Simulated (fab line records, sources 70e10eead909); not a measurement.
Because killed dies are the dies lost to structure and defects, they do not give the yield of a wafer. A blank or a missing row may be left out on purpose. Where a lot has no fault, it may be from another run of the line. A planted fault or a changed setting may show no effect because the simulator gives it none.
Chamber matching + flow nand harc + NHARC_P_M0_STRIP_18 on rie diel-02 has 4 sister chambers
The step strips in N2/H2. 8 wafers are shown with their chamber, then 12 later ones without.

## WAFERS, EACH WITH ITS CHAMBER
| wafer  | chamber | drypump motor current A (A) | showerhead plenum p Torr (Torr) |
|--------|---------|-----------------------------|---------------------------------|
| L083.6 | 1       | 6.02                        | 1.88                            |
| L088.2 | 1       | 6.05                        | 2.22                            |
| L091.2 | 3       | 5.63                        | 1.90                            |
| L091.4 | 0       | 6.23                        | 1.87                            |
| L091.5 | 2       | 6.40                        | 2.14                            |
| L092.2 | 0       | 6.23                        | 1.87                            |
| L092.4 | 2       | 6.34                        | 2.14                            |
| L092.5 | 3       | 5.60                        | 1.90                            |

## WAFERS WITH NO CHAMBER GIVEN
| wafer  | drypump motor current A (A) | showerhead plenum p Torr (Torr) |
|--------|-----------------------------|---------------------------------|
| L095.2 | 6.04                        | 2.21                            |
| L095.4 | 6.18                        | 1.87                            |
| L095.5 | 6.39                        | 2.14                            |
| L094.1 | 5.59                        | 1.89                            |
| L094.2 | 6.39                        | 2.14                            |
| L094.4 | 6.22                        | 1.87                            |
| L096.2 | 5.60                        | 1.89                            |
| L096.4 | 6.18                        | 1.87                            |
| L096.6 | 5.99                        | 2.21                            |
| L097.2 | 5.60                        | 1.89                            |
| L097.4 | 6.25                        | 1.87                            |
| L097.6 | 6.03                        | 2.21                            |

## EACH ONE'S CHAMBER
| wafer  | from the rows above | in truth |
|--------|---------------------|----------|
| L095.2 | 1                   | 1        |
| L095.4 | 0                   | 0        |
| L095.5 | 2                   | 2        |
| L094.1 | 3                   | 3        |
| L094.2 | 2                   | 2        |
| L094.4 | 0                   | 0        |
| L096.2 | 3                   | 3        |
| L096.4 | 0                   | 0        |
| L096.6 | 1                   | 1        |
| L097.2 | 3                   | 3        |
| L097.4 | 0                   | 0        |
| L097.6 | 1                   | 1        |
Correctly placed: 12 of 12. Not placeable from these rows: 0. Number placed wrongly: 0.
How it was worked out, from the rows above alone: a wafer's distance from a chamber is the root of the sum, over the readings, of the square of ((its reading less the chamber's mean) divided by the reading's scatter). If the next closest chamber is less than 2 further off than the closest, the wafer can't be placed; otherwise it belongs to the closest. For every chamber, the mean is computed from those of its wafers that are shown. The scatter: the root of (the sum of the squares of (reading less its chamber's mean) over the shown wafers, divided by (wafers less chambers)).
